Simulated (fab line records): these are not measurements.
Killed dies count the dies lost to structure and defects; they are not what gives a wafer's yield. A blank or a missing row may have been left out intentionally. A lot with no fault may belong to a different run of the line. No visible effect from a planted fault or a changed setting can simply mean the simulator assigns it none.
Chamber matching -- flow n5 finfet -- N5_BEOL_M10_DEP_56 on pecvd-04: 3 sister chambers
The step deposits SiCN from 3MS/NH3, target thk 15 nm, time 26.5 s. 27 wafers are shown with their chamber, then 12 later ones without.

WAFERS, EACH WITH ITS CHAMBER
wafer,chamber,showerhead plenum p Torr (Torr),throttle valve pct (%)
L074.3,1,3.670,9.00
L074.4,0,3.660,9.01
L074.6,1,3.668,9.09
L076.1,0,3.661,9.33
L076.4,1,3.673,8.81
L076.6,2,3.637,8.92
L075.1,1,3.664,9.13
L075.3,0,3.661,9.00
L075.5,0,3.663,9.25
L077.3,2,3.647,8.74
L077.4,0,3.649,9.16
L077.6,2,3.630,8.88
L079.1,1,3.672,9.05
L079.4,0,3.663,9.11
L079.6,1,3.659,9.11
L078.2,1,3.665,9.10
L078.3,2,3.641,8.87
L078.6,1,3.660,9.10
L082.2,2,3.644,8.90
L082.4,1,3.665,9.26
L082.5,2,3.645,8.85
L085.1,1,3.664,9.04
L085.2,2,3.648,8.76
L085.3,0,3.663,8.95
L086.2,1,3.675,9.20
L086.3,2,3.638,8.79
L086.4,2,3.639,8.89

SIGNATURES, as means of the wafers listed above
reading,chamber 0,chamber 1,chamber 2,scatter within a chamber
showerhead plenum p Torr,3.66000,3.66682,3.64100,0.00534
throttle valve pct,9.1157,9.0809,8.8444,0.109
Rule: a wafer lies at a distance from a chamber equal to the root of the sum of squares, over the readings, of (its reading less the chamber's mean, divided by the reading's scatter). The wafer belongs to the nearest chamber; if the next one is less than 2 further off, it can't be placed. The scatter: take each reading less its chamber's mean, square it, sum over the shown wafers, divide by the number of wafers less the number of chambers, and take the root.

WAFERS WITHOUT THEIR CHAMBER
wafer,showerhead plenum p Torr (Torr),throttle valve pct (%)
L088.1,3.640,8.73
L088.4,3.677,8.92
L088.5,3.652,9.05
L092.1,3.663,9.48
L092.2,3.641,8.78
L092.3,3.665,9.26
L094.3,3.645,8.85
L094.4,3.657,9.20
L094.6,3.664,9.32
L097.2,3.638,8.91
L097.3,3.664,9.25
L097.5,3.644,8.78

WHICH CHAMBER EACH ONE RAN IN
wafer,from the rows above,in truth
L088.1,2,2
L088.4,can't be placed: 1 or 0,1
L088.5,can't be placed: 0 or 1 or 2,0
L092.1,can't be placed: 0 or 1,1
L092.2,2,2
L092.3,can't be placed: 0 or 1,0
L094.3,2,2
L094.4,can't be placed: 0 or 1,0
L094.6,can't be placed: 0 or 1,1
L097.2,2,2
L097.3,can't be placed: 0 or 1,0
L097.5,2,2
Correctly placed: 5 of 12. These rows do not allow placing 7 (true chamber among the candidates in 7). 0 placed wrongly.
